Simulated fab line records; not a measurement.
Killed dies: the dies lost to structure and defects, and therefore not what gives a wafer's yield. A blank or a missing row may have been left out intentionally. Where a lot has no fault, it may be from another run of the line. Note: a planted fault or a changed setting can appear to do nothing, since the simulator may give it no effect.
fab line records	flow nandHarc
record lots=7	wafers=21	lastDay=32
route steps=1302 shown P_M1@299
lots with no fault: from the same line, run without faults
startH: hours from the record's opening day to when the first of the lot's shown wafers began	waitH: hours from the lot's prior step to this one	" same as the row above	L1.1+2: a row that stands for several wafers	- value missing, or start not given	* or withheld: withheld	< > ~ a bound
route shown NAME@n: NAME is a module with steps in the file, n the number in the route of the first one	usual: mean/standard deviation of fault-free wafers	same: alike in all rows	chamber/n: place in a boat	sites: the reading at each site	_std_site: standard deviation of those values	_edge_site: mean of outer sites minus mean of inner sites	radiusMm: for every site, how far away it sits from the centre of the wafer	mask NAME#n: copy n	behind: the last tool/chamber to shape the wafer	hold: what put the lot on hold/how long, in hours/how the hold closed	device: transistor that didn't switch, given as n, p or np	end of line: tests run on the same wafers once the route is complete	a step without rows: its recipe alone	killed: dies lost to structure and defects at the first sort, not the wafer's yield	map: shows each die of a wafer: x if killed, . if not, _ if none is there
set.NAME: the run value of the setting; set.NAME@STEP: its run value at that earlier step	model.NAME: the simulator's own value behind a step, which no gauge read
a table for each step, a row for each wafer; lots at some steps of the route
services: a tool's chamber out of use, with start hour (startH, from the record's first day; less than 0 if before it), hours out, and reason
## steps
# step NHARC_P_M1_ETCH_35
# recipe targetDepthA=400	overetchA=120	timeS=43.94	ionEnergyEv=200	n2FlowSccm=150	h2FlowSccm=150	arFlowSccm=0	rfW=400	biasW=150	chemistry=N2/H2
# step NHARC_P_M1_ETCH_15
# recipe targetDepthA=1825	timeS=91.2	c4f8FlowSccm=withheld	arFlowSccm=400	rfW=600	biasW=300	chemistry=C4F8/Ar
# usual oesProductAu=0.960/0.019	rfVppV=439.4/2.6
lot.wafer	tool	chamber	startH	waitH	oesProductAu	rfHoursCounterH	rfVppV
L220.4	rieDiel-09	2	-	-	0.972	0	438.7
L220.1	"	3	"	"	0.970	0	440.7
L220.6	"	0	"	"	0.979	-	439.8
L221.3	rieDiel-09	1	-	-	0.962	0	437.0
L221.4	"	2	"	"	0.976	0	438.2
L221.1	"	0	"	"	0.977	0	438.3
L227.3	rieDiel-12	1	-	-	0.923	7	436.1
L227.4	"	2	"	"	0.932	10	439.7
L227.2	"	0	"	"	0.922	13	443.9
L228.4	rieDiel-09	0	-	-	0.971	4	438.3
L228.5	"	3	"	"	0.966	-	439.3
L228.6	"	0	"	"	0.980	-	437.5
L229.2	rieDiel-12	1	-	-	0.972	8	437.1
L229.3	"	2	"	"	0.975	11	440.2
L229.5	"	3	"	"	0.940	-	442.1
L233.4	rieDiel-01	2	-	-	0.963	12	436.0
L233.6	"	1	"	"	0.979	-	439.0
L233.5	"	2	"	"	0.959	-	437.1
L239.4	rieDiel-09	1	-	-	0.998	1	437.1
L239.5	"	0	"	"	0.985	-	437.0
L239.6	"	1	"	"	0.992	-	437.7
# step NHARC_P_M1_CD_MEAS_16
# usual cdNm=130.2/0.74
lot.wafer	tool	chamber	startH	waitH	cdNm
L220.1	cdSem-03	-	153.84	-	130.8
L220.4	"	-	"	"	130.8
L220.6	"	-	"	"	131.4
L221.1	cdSem-02	-	158.23	-	131.2
L221.3	"	-	"	"	130.7
L221.4	"	-	"	"	132.0
L227.2	cdSem-02	-	224.53	-	129.2
L227.3	"	-	"	"	130.4
L227.4	"	-	"	"	129.1
L228.4	cdSem-02	-	232.57	-	129.9
L228.5	"	-	"	"	129.6
L228.6	"	-	"	"	130.5
L229.2	cdSem-02	-	239.73	-	130.6
L229.3	"	-	"	"	130.1
L229.5	"	-	"	"	130.8
L233.4	cdSem-02	-	274.27	-	129.8
L233.5	"	-	"	"	130.2
L233.6	"	-	"	"	130.2
L239.4	cdSem-02	-	346.98	-	130.5
L239.5	"	-	"	"	129.1
L239.6	"	-	"	"	130.0
# step NHARC_P_M1_STRIP_18
# recipe powerW=1000	n2FlowSccm=150	h2FlowSccm=150	arFlowSccm=0	biasW=0	chemistry=N2/H2
# step NHARC_P_M1_ETCH_28
# recipe targetDepthA=300	overEtchFrac=0.3	timeS=72.99	ionEnergyEv=150	cf4FlowSccm=50	n2FlowSccm=100	arFlowSccm=150	rfW=300	biasW=100	chemistry=CF4/N2
# usual drypumpMotorCurrentA=5.9/0.54	oesProductAu=1.003/0.0093	rfVppV=312.9/1.7	showerheadPlenumPTorr=2.55/0.094	throttleValvePct=19.795/0.0098
lot.wafer	tool	chamber	startH	waitH	drypumpMotorCurrentA	oesProductAu	rfHoursCounterH	rfVppV	showerheadPlenumPTorr	throttleValvePct
L220.1	rieDiel-12	1	-	-	5.7	0.993	0	309.8	2.45	19.788
L220.6	"	1	"	"	5.7	1.002	-	311.4	2.45	19.785
L220.4	"	3	"	"	5.8	0.978	-	316.7	2.75	19.804
L221.1	rieDiel-12	2	-	-	5.7	1.013	4	313.3	2.56	19.788
L221.3	"	3	"	"	5.8	0.993	5	317.2	2.75	19.792
L221.4	"	0	"	"	5.4	1.005	7	316.7	2.74	19.798
L227.2	rieDiel-09	3	-	-	5.8	1.007	3	314.2	2.58	19.798
L227.3	"	1	"	"	5.4	1.000	3	311.5	2.47	19.792
L227.4	"	2	"	"	6.7	1.013	3	311.1	2.53	19.801
L228.4	rieDiel-12	0	-	-	5.4	1.010	13	315.9	2.74	19.790
L228.5	"	2	"	"	5.7	1.002	-	312.1	2.56	19.783
L228.6	"	3	"	"	5.8	0.991	-	315.6	2.75	19.788
L229.2	rieDiel-01	3	-	-	5.9	1.003	4	314.5	2.56	19.786
L229.3	"	1	"	"	6.4	0.992	7	312.4	2.55	19.787
L229.5	"	2	"	"	5.2	0.993	-	311.6	2.47	19.785
L233.4	rieDiel-01	0	-	-	4.9	1.010	14	312.8	2.52	19.795
L233.5	"	1	"	"	6.4	1.001	-	312.2	2.55	19.786
L233.6	"	2	"	"	5.2	0.985	-	311.8	2.47	19.795
L239.6	rieDiel-12	2	-	-	5.7	1.005	-	313.2	2.55	19.819
L239.4	"	0	"	"	5.4	0.994	-	316.4	2.74	19.786
L239.5	"	1	"	"	5.7	1.012	-	311.4	2.44	19.804
# step NHARC_P_M1_STRIP_19
# recipe timeS=600	tempC=30	chemistry=postEtchResidueRemover
# step NHARC_P_M1_DEGAS_29
# recipe tempC=250	timeS=60
# step NHARC_P_M1_PRE_CLEAN_30
# recipe timeS=30	tempC=280	gas=H2/He
# usual heaterPowerW=395/40
lot.wafer	tool	chamber	startH	waitH	heaterPowerW
L220.4	pvdSputter-01	-	-	-	413
L220.1	"	-	"	"	432
L220.6	"	-	"	"	412
L221.4	pvdSputter-03	-	-	-	496
L221.3	"	-	"	"	363
L221.1	"	-	"	"	459
L227.2	pvdSputter-02	-	-	-	363
L227.3	"	-	"	"	357
L227.4	"	-	"	"	380
L228.4	pvdSputter-03	-	-	-	472
L228.5	"	-	"	"	345
L228.6	"	-	"	"	469
L229.2	pvdSputter-03	-	-	-	372
L229.3	"	-	"	"	418
L229.5	"	-	"	"	469
L233.4	pvdSputter-01	-	-	-	410
L233.6	"	-	"	"	413
L233.5	"	-	"	"	444
L239.4	pvdSputter-01	-	-	-	441
L239.6	"	-	"	"	448
L239.5	"	-	"	"	390
# step NHARC_P_M1_PVD_20
# recipe targetThkA=50	biasV=168.6	powerW=15000	chamberPressurePa=0.12	timeS=8.06	substrateTempC=50	material=TaN
# usual cathodeDcPowerW=14999/2.6	chamberPressurePa=0.12002/0.00023	substrateTempC=50.01/0.11	throttleValvePct=29.9/0.94
lot.wafer	tool	chamber	startH	waitH	cathodeDcPowerW	chamberPressurePa	substrateTempC	throttleValvePct
L220.1	pvdSputter-01	-	-	-	14999	0.11975	49.89	28.1
L220.4	"	-	"	"	15001	0.1196	49.97	30.3
L220.6	"	-	"	"	15002	0.12007	50.12	28.3
L221.1	pvdSputter-03	-	-	-	15000	0.11998	50.17	29.5
L221.4	"	-	"	"	15001	0.12007	50.06	30.2
L221.3	"	-	"	"	14996	0.11989	50.13	28.8
L227.2	pvdSputter-02	-	-	-	15001	0.1199	49.98	29.8
L227.4	"	-	"	"	14997	0.11983	49.93	29.7
L227.3	"	-	"	"	15003	0.12008	49.80	31.1
L228.4	pvdSputter-03	-	-	-	14999	0.12037	50.01	30.4
L228.6	"	-	"	"	15000	0.12036	50.10	30.7
L228.5	"	-	"	"	14995	0.12	50.01	30.3
L229.3	pvdSputter-03	-	-	-	14997	0.11961	50.07	30.6
L229.2	"	-	"	"	15003	0.12031	50.14	29.3
L229.5	"	-	"	"	15001	0.12021	49.90	30.1
L233.4	pvdSputter-01	-	-	-	14998	0.11963	49.98	30.3
L233.6	"	-	"	"	15000	0.11985	50.19	28.7
L233.5	"	-	"	"	14999	0.12012	50.05	29.9
L239.4	pvdSputter-01	-	-	-	14998	0.12001	49.91	30.2
L239.6	"	-	"	"	15000	0.1199	50.10	30.6
L239.5	"	-	"	"	14998	0.11975	49.93	28.5
# step NHARC_P_M1_PVD_21
# recipe targetThkA=300	chamberPressurePa=5	powerW=5000	substrateTempC=30	timeS=20.49	material=Cu
# step NHARC_P_M1_ECD_22
# recipe targetThkA=4000	bathTempC=25	material=Cu
# step NHARC_P_M1_ANNEAL_31
# recipe tempC=225	timeS=90
# usual annealTempCMax=226.2/0.41	wafer_temp_C_max=225.80/0.25
lot.wafer	tool	chamber	startH	waitH	annealTempCMax	wafer_temp_C_max
L220.1	rtpAnneal-01	0	155.35	0.3	226.7	226.09
L220.4	"	0	"	"	226.1	226.41
L220.6	"	0	"	"	226.3	225.73
L221.1	rtpAnneal-02	0	159.67	-	226.0	225.76
L221.3	"	0	"	"	225.8	225.88
L221.4	"	0	"	"	226.1	225.73
L227.2	rtpAnneal-01	0	226.03	0.3	226.8	225.41
L227.3	"	0	"	"	226.5	225.27
L227.4	"	0	"	"	226.9	225.95
L228.4	rtpAnneal-02	0	234.17	0.3	225.9	226.26
L228.5	"	0	"	"	226.1	225.79
L228.6	"	0	"	"	226.4	225.86
L229.2	rtpAnneal-02	0	241.24	0.4	226.0	225.95
L229.3	"	0	"	"	226.4	225.63
L229.5	"	0	"	"	226.3	225.80
L233.4	rtpAnneal-01	0	275.90	0.3	226.4	225.49
L233.5	"	0	"	"	226.9	225.75
L233.6	"	0	"	"	226.8	225.77
L239.4	rtpAnneal-02	0	348.67	-	225.9	226.00
L239.5	"	0	"	"	226.0	225.99
L239.6	"	0	"	"	226.0	225.94
# step NHARC_P_M1_CMP_23
# recipe tOverpolishS=20	targetThkNm=157.82
# usual edgeZonePressureFrac=1.000/0.0049	motorCurrentA=12.1/1.3	padLifeWafers=157/110	timeToEndpointS=26.8/2.5
lot.wafer	tool	chamber	startH	waitH	edgeZonePressureFrac	motorCurrentA	padLifeWafers	timeToEndpointS
L220.4	cmp-03	3	155.75	-	1.010	11.4	338	28.8
L220.1	"	0	"	"	1.003	14.6	339	25.9
L220.6	"	1	"	"	1.002	11.6	-	24.7
L221.4	cmp-03	3	160.05	-	1.001	12.0	343	25.6
L221.1	"	0	"	"	0.999	14.9	344	25.7
L221.3	"	1	"	"	0.999	11.3	345	23.5
L227.4	cmp-03	3	226.32	-	-	-	-	-
L227.2	"	1	"	"	-	-	-	-
L227.3	"	2	"	"	-	-	-	-
L228.4	cmp-04	2	234.36	-	-	-	-	-
L228.6	"	2	"	"	-	-	-	-
L228.5	"	3	"	"	-	-	-	-
L229.3	cmp-04	3	241.52	-	-	-	-	-
L229.2	"	2	"	"	-	-	-	-
L229.5	"	3	"	"	-	-	-	-
L233.4	cmp-04	0	276.17	-	0.996	10.4	249	20.5
L233.6	"	1	"	"	1.001	14.4	-	25.0
L233.5	"	2	"	"	0.998	11.1	-	26.6
L239.4	cmp-01	0	348.88	-	0.997	12.8	241	30.6
L239.5	"	3	"	"	0.993	12.5	-	30.9
L239.6	"	0	"	"	1.004	12.9	-	32.6
# step NHARC_P_M1_THK_MEAS_24
# recipe thkMeasGauge=xrf
# usual thkNm=157.0/1.4
lot.wafer	tool	chamber	startH	waitH	thkNm
L220.1	filmMetro-01	-	156.01	-	158.1
L220.4	"	-	"	"	159.4
L220.6	"	-	"	"	158.6
L221.1	filmMetro-01	-	160.33	-	160.1
L221.3	"	-	"	"	156.6
L221.4	"	-	"	"	157.2
L227.2	filmMetro-01	-	226.63	0.2	397.4
L227.3	"	-	"	"	405.8
L227.4	"	-	"	"	396.5
L228.4	filmMetro-02	-	234.67	0.3	403.3
L228.5	"	-	"	"	406.0
L228.6	"	-	"	"	405.8
L229.2	filmMetro-02	-	241.83	0.2	396.7
L229.3	"	-	"	"	395.0
L229.5	"	-	"	"	392.9
L233.4	filmMetro-02	-	276.41	-	155.4
L233.5	"	-	"	"	154.4
L233.6	"	-	"	"	155.7
L239.4	filmMetro-01	-	349.17	-	157.6
L239.5	"	-	"	"	156.3
L239.6	"	-	"	"	158.1
# step NHARC_P_M1_SRD_25
## services
tool	chamber	startH	hours	kind
rieDiel-01	1	131.48	9.0	repair
rieDiel-09	-	143.10	9.0	pm
rieDiel-12	2	146.28	9.7	repair
rieDiel-01	0	148.55	23.3	repair
pvdSputter-01	-	157.41	1.7	repair
cmp-03	-	162.26	4.0	pm
rieDiel-09	-	163.58	0.4	repair
cmp-03	-	167.10	0.3	repair
rieDiel-09	2	167.88	9.0	repair
pvdSputter-03	-	173.99	10.0	pm
rieDiel-12	2	187.25	2.9	repair
rieDiel-01	2	197.68	5.6	repair
rieDiel-01	-	203.83	9.0	pm
cmp-04	-	206.40	1.1	repair
cmp-03	-	208.98	2.1	repair
cmp-04	-	209.05	4.0	pm
cmp-03	-	213.48	6.9	repair
rieDiel-09	-	214.93	3.0	repair
rieDiel-01	3	223.79	11.7	repair
cmp-03	-	237.57	1.0	repair
rieDiel-12	-	268.43	9.0	pm
rieDiel-12	0	289.24	6.7	repair
rieDiel-09	-	320.10	9.0	pm
rieDiel-12	3	346.41	17.2	repair
## key
firstSign step=NHARC_P_M1_CMP_23	reading=toolRecord	direction=missing
effect step=NHARC_P_M1_THK_MEAS_24	reading=thkNm	direction=up	sigmas=99+	usual=157.0	struck=399.9
metAt NHARC_P_M1_CMP_23
struckWafers L227.2,L227.3,L227.4,L228.4,L228.5,L228.6,L229.2,L229.3,L229.5
laterRowsLeftOut L227.2,L227.3,L227.4,L228.4,L228.5,L228.6,L229.2,L229.3,L229.5
sortLeftOut L227.2,L227.3,L227.4,L228.4,L228.5,L228.6,L229.2,L229.3,L229.5
onsetBetween 160.05 226.32
fault kind=skippedStepWhole	tool=cmp-03,cmp-04	chamber=-	onsetH=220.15	steps=NHARC_P_M1_CMP_23	scope=struckLotsOnly
# sortLeftOut: the simulated sort isn't trusted on such a fault, so these wafers' sort isn't shown, and their yield isn't known
# laterRowsLeftOut: the simulator's readings of these wafers behind a module that went badly wrong aren't trusted and aren't shown, but for the sort
